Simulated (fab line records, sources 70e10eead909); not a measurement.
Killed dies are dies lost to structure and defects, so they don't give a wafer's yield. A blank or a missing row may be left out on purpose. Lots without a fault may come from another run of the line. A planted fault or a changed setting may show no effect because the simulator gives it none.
Chamber matching | flow nand_harc | NHARC_A_WL_FILL_ALD_02 on ald_metal-01: 4 sister chambers
The step deposits TiN, target thk 2 nm, pulse time 3 s, ald cycles 100. 7 wafers are shown with their chamber, then 7 later ones without.

WAFERS WITH THEIR CHAMBER
wafer  | chamber | heater_power_w (W) | precursor_pulse_height_rel
L076.3 | 0       | 1001               | 0.990
L076.4 | 1       | 1171               | 1.038
L083.1 | 3       | 1131               | 1.031
L083.5 | 1       | 1130               | 1.022
L083.6 | 2       | 1293               | 1.001
L088.1 | 3       | 1145               | 0.995
L088.2 | 2       | 1298               | 0.979

WAFERS WITHOUT THEIR CHAMBER
wafer  | heater_power_w (W) | precursor_pulse_height_rel
L088.5 | 931                | 0.981
L089.4 | 1124               | 0.989
L089.5 | 1261               | 0.997
L089.6 | 1151               | 1.015
L091.1 | 1172               | 0.977
L091.4 | 948                | 0.989
L091.5 | 1175               | 1.024

WHICH CHAMBER EACH WENT THROUGH
wafer  | from the rows above     | in truth
L088.5 | 0                       | 0
L089.4 | can't be placed: 3 or 1 | 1
L089.5 | 2                       | 2
L089.6 | can't be placed: 3 or 1 | 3
L091.1 | can't be placed: 3 or 1 | 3
L091.4 | 0                       | 0
L091.5 | can't be placed: 1 or 3 | 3
Placed correctly: 3 of 7. Can't be placed from these rows: 4 (the true chamber is among the candidates in 4). Placed wrongly: 0.
How it was worked out, from the rows above alone: a wafer's distance from a chamber is the root of the sum, over the readings, of the square of ((its reading less the chamber's mean) divided by the reading's scatter). The wafer belongs to the nearest chamber; if the next one is less than 2 further off, it can't be placed. A chamber's mean is the mean of its shown wafers. The scatter: the root of (the sum of the squares of (reading less its chamber's mean) over the shown wafers, divided by (wafers less chambers)).
